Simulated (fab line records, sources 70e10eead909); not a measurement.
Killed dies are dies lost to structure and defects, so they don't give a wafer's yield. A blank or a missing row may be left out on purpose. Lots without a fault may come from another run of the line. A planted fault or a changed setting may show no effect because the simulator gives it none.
Chamber matching | flow nand_harc | NHARC_P_BONDPAD_ETCH_37 on rie_diel-05: 4 sister chambers
The step etches the open film in N2/H2, target depth 60 nm, overetch 18 nm, time 65.91 s. 16 wafers are shown with their chamber, then 8 later ones without.

WAFERS WITH THEIR CHAMBER
wafer  | chamber | showerhead_plenum_p_Torr (Torr) | drypump_motor_current_A (A) | rf_vpp_V (V)
L074.1 | 2       | 2.16                            | 5.9                         | 433.4
L074.5 | 0       | 2.13                            | 5.6                         | 432.5
L074.6 | 1       | 2.12                            | 5.8                         | 432.5
L075.1 | 0       | 2.13                            | 5.7                         | 432.6
L075.4 | 1       | 2.12                            | 5.8                         | 433.6
L075.5 | 0       | 2.14                            | 5.7                         | 432.9
L078.1 | 3       | 2.01                            | 5.4                         | 429.9
L078.3 | 1       | 2.12                            | 5.8                         | 432.3
L078.6 | 1       | 2.12                            | 5.8                         | 432.2
L081.1 | 3       | 2.01                            | 5.4                         | 429.3
L081.2 | 0       | 2.13                            | 5.7                         | 431.8
L081.3 | 2       | 2.16                            | 5.9                         | 432.8
L081.4 | 1       | 2.11                            | 5.8                         | 433.3
L081.5 | 0       | 2.13                            | 5.6                         | 432.9
L081.6 | 1       | 2.11                            | 5.8                         | 433.8
L085.3 | 3       | 2.01                            | 5.4                         | 430.7

SIGNATURES (means of the wafers above)
reading                  | chamber 0 | chamber 1 | chamber 2 | chamber 3 | scatter within a chamber
showerhead_plenum_p_Torr | 2.1320    | 2.1167    | 2.1600    | 2.0100    | 0.00422
drypump_motor_current_A  | 5.660     | 5.800     | 5.900     | 5.400     | 0.0316
rf_vpp_V                 | 432.540   | 432.950   | 433.100   | 429.967   | 0.608
Rule: a wafer's distance from a chamber is the root of the sum, over the readings, of the square of ((its reading less the chamber's mean) divided by the reading's scatter). The wafer belongs to the nearest chamber; if the next one is less than 2 further off, it can't be placed. The scatter: the root of (the sum of the squares of (reading less its chamber's mean) over the shown wafers, divided by (wafers less chambers)).

WAFERS WITHOUT THEIR CHAMBER
wafer  | showerhead_plenum_p_Torr (Torr) | drypump_motor_current_A (A) | rf_vpp_V (V)
L085.5 | 2.11                            | 5.8                         | 432.6
L085.6 | 2.01                            | 5.4                         | 429.2
L088.1 | 2.13                            | 5.7                         | 433.7
L088.3 | 2.01                            | 5.3                         | 428.3
L088.6 | 2.01                            | 5.4                         | 430.5
L096.1 | 2.11                            | 5.8                         | 434.0
L096.2 | 2.01                            | 5.3                         | 429.1
L096.5 | 2.16                            | 5.9                         | 432.8

WHICH CHAMBER EACH WENT THROUGH
wafer  | from the rows above | in truth
L085.5 | 1                   | 1
L085.6 | 3                   | 3
L088.1 | 0                   | 0
L088.3 | 3                   | 3
L088.6 | 3                   | 3
L096.1 | 1                   | 1
L096.2 | 3                   | 3
L096.5 | 2                   | 2
Placed correctly: 8 of 8. Can't be placed from these rows: 0. Placed wrongly: 0.
